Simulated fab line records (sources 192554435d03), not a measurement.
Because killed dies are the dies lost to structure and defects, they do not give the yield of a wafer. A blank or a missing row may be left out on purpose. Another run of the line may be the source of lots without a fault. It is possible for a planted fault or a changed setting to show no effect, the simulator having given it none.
What tool caused it? ; flow n5Finfet ; Sampling: 10 lots, 30 wafers, 2 of 1938 route steps

== WHAT THE GAUGES SHOWED, per wafer ==
N5_BEOL_M15_CD_MEAS_28: target cd 407.6 nm.
lot;measured;on;cdNm (nm)
L660;day 12 16:04;cdSem-01;407.4 407.2 407.5
L659;day 12 20:57;cdSem-01;408.1 409.3 409.9
L662;day 13 07:00;cdSem-01;407.8 408.8 408.0
L673;day 15 04:40;cdSem-02;409.2 408.0 407.6
L671;day 15 18:34;cdSem-02;380.7 381.8 381.5
L672;day 15 19:54;cdSem-03;385.7 385.3 387.3
L674;day 16 05:49;cdSem-01;409.0 409.9 408.5
L677;day 16 07:16;cdSem-02;406.0 405.1 407.5
L675;day 16 12:31;cdSem-02;407.8 408.5 405.6
L680;day 17 10:58;cdSem-02;405.5 404.5 404.8

== EACH LOT AND THE TOOL THAT RAN IT (in order: tool; ch and the chambers of the sampled wafers; start) ==
lot;N5_BEOL_M15_PEB_26
L660;lithoTrack-02 ch 0, day 12 15:56
L659;lithoTrack-02 ch 0, day 12 20:50
L662;lithoTrack-01 ch 0, day 13 06:53
L673;lithoTrack-01 ch 0, day 15 04:34
L671;lithoTrack-02 ch 0, day 15 18:26
L672;lithoTrack-02 ch 0, day 15 19:47
L674;lithoTrack-01 ch 0, day 16 05:41
L677;lithoTrack-03 ch 0, day 16 07:08
L675;lithoTrack-03 ch 0, day 16 12:24
L680;lithoTrack-03 ch 0, day 17 10:50
- N5_BEOL_M15_PEB_26: peb time 90 s.

== THE ANSWER, worked out from the rows above alone ==
Rule: the lots themselves supply what counts as usual. The widest of any qualifying gaps counts: lots, ordered by their means at a reading, are off when they make up no more than a third of the lots, leave a main group of 4 or more, and stand apart from it by 3 or more times the standard deviation of that group's means. If all means in a main group match to the digits the tables above print for the reading, that group is not used. Also off: a lot with no number at a reading for which 4 or more lots have one. Where the step has rows for the other lots, those lots are counted as sound.
Off: L671, L672, at N5_BEOL_M15_CD_MEAS_28 (cdNm). The main group has a mean of 407.6 nm with a standard deviation of 1.4.
A tool fits if, at a process step before that reading, it ran every lot that is off, and no sound lot after the first of them. Those tools and the gauges at N5_BEOL_M15_CD_MEAS_28 are tried in the same way. One fits: lithoTrack-02 at N5_BEOL_M15_PEB_26. Its last sound lot is L659 (day 12 20:50), its first lot that is off L671 (day 15 18:26): a fault that began between those two fits.

== WHAT THE SIMULATOR HAD PUT IN ==
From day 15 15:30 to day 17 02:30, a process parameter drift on lithoTrack-02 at N5_BEOL_M15_PEB_26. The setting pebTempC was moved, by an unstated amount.
Lots struck among those shown: L671, L672. Same finding as the rule above.
